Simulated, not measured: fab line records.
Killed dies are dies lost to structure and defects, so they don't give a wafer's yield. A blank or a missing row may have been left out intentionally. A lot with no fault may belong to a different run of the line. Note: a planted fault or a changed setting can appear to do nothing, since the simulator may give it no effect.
Chamber matching + flow nand_harc + NHARC_A_STAIRCASE_TRIM_187 on rie_diel-07: 4 sister chambers
The step chemistry O2, time 211.2 s. 22 wafers are shown with their chamber, then 11 later ones without.

== WAFERS PAIRED WITH THEIR CHAMBERS ==
| wafer  | chamber | showerhead_plenum_p_Torr (Torr) | drypump_motor_current_A (A) | oes_product_au (a.u.) |
|--------|---------|---------------------------------|-----------------------------|-----------------------|
| L074.2 | 3       | 3.78                            | 5.5                         | 1.015                 |
| L074.4 | 2       | 3.70                            | 6.0                         | 1.023                 |
| L074.5 | 0       | 3.42                            | 6.7                         | 1.002                 |
| L074.1 | 0       | 3.42                            | 6.7                         | 1.001                 |
| L074.3 | 1       | 3.44                            | 4.8                         | 1.025                 |
| L074.6 | 3       | 3.78                            | 5.6                         | 1.019                 |
| L075.3 | 2       | 3.69                            | 6.0                         | 1.012                 |
| L075.4 | 0       | 3.42                            | 6.7                         | 0.985                 |
| L075.5 | 2       | 3.69                            | 6.0                         | 1.017                 |
| L077.3 | 2       | 3.69                            | 6.0                         | 1.015                 |
| L077.5 | 2       | 3.69                            | 5.9                         | 1.015                 |
| L077.6 | 3       | 3.77                            | 5.6                         | 1.007                 |
| L078.1 | 1       | 3.44                            | 4.8                         | 1.010                 |
| L078.3 | 0       | 3.42                            | 6.7                         | 0.990                 |
| L078.5 | 0       | 3.42                            | 6.7                         | 0.994                 |
| L078.2 | 2       | 3.69                            | 6.0                         | 1.010                 |
| L078.4 | 3       | 3.77                            | 5.6                         | 1.003                 |
| L078.6 | 1       | 3.44                            | 4.8                         | 1.004                 |
| L082.3 | 2       | 3.69                            | 6.0                         | 1.004                 |
| L082.5 | 0       | 3.41                            | 6.7                         | 0.997                 |
| L082.6 | 1       | 3.44                            | 4.7                         | 1.006                 |
| L080.1 | 2       | 3.69                            | 6.0                         | 1.006                 |

SIGNATURES (means of the wafers above)
| reading                  | chamber 0 | chamber 1 | chamber 2 | chamber 3 | scatter within a chamber |
|--------------------------|-----------|-----------|-----------|-----------|--------------------------|
| showerhead_plenum_p_Torr | 3.4183    | 3.4400    | 3.6913    | 3.7750    | 0.00388                  |
| drypump_motor_current_A  | 6.700     | 4.775     | 5.987     | 5.575     | 0.0363                   |
| oes_product_au           | 0.99483   | 1.01125   | 1.01275   | 1.01100   | 0.00711                  |
Rule: a wafer lies at a distance from a chamber equal to the root of the sum of squares, over the readings, of (its reading less the chamber's mean, divided by the reading's scatter). The wafer belongs to the nearest chamber; if the next one is less than 2 further off, it can't be placed. The scatter is the square root of a quotient: the sum, over the shown wafers, of each reading's squared deviation from its chamber's mean, divided by wafers minus chambers.

== WAFERS WITHOUT THEIR CHAMBER ==
| wafer  | showerhead_plenum_p_Torr (Torr) | drypump_motor_current_A (A) | oes_product_au (a.u.) |
|--------|---------------------------------|-----------------------------|-----------------------|
| L080.4 | 3.41                            | 6.7                         | 0.978                 |
| L080.5 | 3.41                            | 6.7                         | 0.987                 |
| L080.2 | 3.77                            | 5.6                         | 0.987                 |
| L080.3 | 3.44                            | 4.7                         | 0.990                 |
| L080.6 | 3.44                            | 4.7                         | 1.004                 |
| L088.1 | 3.42                            | 4.7                         | 1.003                 |
| L088.2 | 3.76                            | 5.6                         | 0.999                 |
| L088.6 | 3.76                            | 5.6                         | 1.000                 |
| L095.1 | 3.40                            | 6.7                         | 1.013                 |
| L095.2 | 3.75                            | 5.6                         | 1.008                 |
| L095.4 | 3.67                            | 6.0                         | 1.016                 |

== WHICH CHAMBER EACH ONE RAN IN ==
| wafer  | from the rows above | in truth |
|--------|---------------------|----------|
| L080.4 | 0                   | 0        |
| L080.5 | 0                   | 0        |
| L080.2 | 3                   | 3        |
| L080.3 | 1                   | 1        |
| L080.6 | 1                   | 1        |
| L088.1 | 1                   | 1        |
| L088.2 | 3                   | 3        |
| L088.6 | 3                   | 3        |
| L095.1 | 0                   | 0        |
| L095.2 | 3                   | 3        |
| L095.4 | 2                   | 2        |
Correctly placed: 11 of 11. Number that these rows cannot place: 0. Placed wrongly: 0.
